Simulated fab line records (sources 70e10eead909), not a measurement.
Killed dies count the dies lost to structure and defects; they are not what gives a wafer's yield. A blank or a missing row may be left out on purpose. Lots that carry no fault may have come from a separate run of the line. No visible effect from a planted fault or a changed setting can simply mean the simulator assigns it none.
Problem report in the 8D (eight disciplines) form, filled by code ; flow nandHarc ; the parts of the form that need people (team, actions taken, sign-off) are left out

## 1. WHAT IS WRONG
At NHARC_END_SORT_01, killedAtArray averages 667 over 2 wafers from 2 lots, while fault-free wafers read 59, standard deviation 17. Measured from the usual mean, that is +36 standard deviations.
The first sign was on wafer L524.1 at day 32 00:22, on prober-01. The record has a number at this step for 15 wafers belonging to 5 lots. By rule, "out" or "out of limits" means more than 4 standard deviations away from the usual mean. The rest of the wafers with a number are treated as sound.

## 2. WHAT IT IS, WHAT IT ISN'T
question;is;is not
which readings at this step;killedAtArray, defectLimitedYield, killedDies;killedAtOther, killedAtPeriphery, killedOpen, killedShort
which lots;L524, L527;L518, L520, L521
which wafers of those lots;L524.1, L527.4;L524.2, L524.3, L527.2, L527.3
read on which gauges;prober-01, prober-02;-
when;from day 32 00:22;"up to then (9 sound wafers); but 4 sound wafers of L524, L527 came after"

## 3. WHAT RULES OUT EACH SUSPECT
Counting: a tool at a process step up to the reading stays a suspect if it ran every lot that is out. Sound lots after the first of them don't rule it out here, since some wafers of a struck lot are sound.
- the gauge at NHARC_END_SORT_01 has been ruled out. 2 gauges (prober-01, prober-02) read the wafers that are out.
- rieDiel-06 at NHARC_A_BONDPAD_ETCH_34 (etches the open film in N2/H2, target depth 60 nm, overetch 18 nm, time 65.91 s): kept. It processed each lot that is out (first: L524, day 30 16:19); up to then, its last sound lot is L520 (day 28 04:31).
- rieDiel-06 at NHARC_A_BONDPAD_ETCH_12 (etches the open film in CHF3/O2, target depth 220 nm, time 110 s): kept. It processed each lot that is out (first: L524, day 30 16:25); up to then, its last sound lot is L520 (day 28 04:37). On those wafers its own readings are out: runLengthS.
What counting leaves: rieDiel-06 at NHARC_A_BONDPAD_ETCH_34 and rieDiel-06 at NHARC_A_BONDPAD_ETCH_12.

## 4. THE CAUSE (what the simulator had put in)
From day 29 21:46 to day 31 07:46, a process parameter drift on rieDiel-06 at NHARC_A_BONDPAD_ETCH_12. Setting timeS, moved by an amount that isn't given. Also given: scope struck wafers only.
2 suspects survive the count, and this tool is in that group.

## 5. THE CHAIN OF EFFECTS, in route order
Each row: a reading where the mean over the struck wafers with a number is more than 3 standard deviations away from the usual. Scope: only readings with a usual standard deviation given in the record; hours: median across lots of the time from each lot's start at the first step in this table that gives one to its start at this step; sigmas: change in usual standard deviations.
hours;step;reading;usual;on struck wafers;change;sigmas
0;NHARC_A_BONDPAD_ETCH_12;runLengthS;131.4 s;116.8;-14.6;-41
31;NHARC_END_SORT_01;defectLimitedYield;90.7 %;0.7;-90.0;-35
31;NHARC_END_SORT_01;killedAtArray;59;667;+608;+36
31;NHARC_END_SORT_01;killedDies;63;672;+610;+34
Its process steps:
- NHARC_A_BONDPAD_ETCH_12: etches the open film in CHF3/O2, target depth 220 nm, time 110 s.
Readings that are blank on the struck wafers while sound wafers have them: rfFwdPowerW at NHARC_A_BONDPAD_ETCH_12.

## 6. HOW IT WOULD HAVE BEEN CAUGHT EARLIER
The first out-of-limits reading at a measuring or inspecting step in this record came at day 32 00:22, 51 hours after the fault's start at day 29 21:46.
At NHARC_A_BONDPAD_ETCH_12, the tool's own readings (runLengthS) were out on each struck wafer the step has a row for, so an alarm limit on them would have fired on the first such wafer.
All the lots that are out (2) had begun NHARC_A_BONDPAD_ETCH_12 on rieDiel-06 by day 32 00:22. Had the tool been put on hold then, not one of them would have been saved.
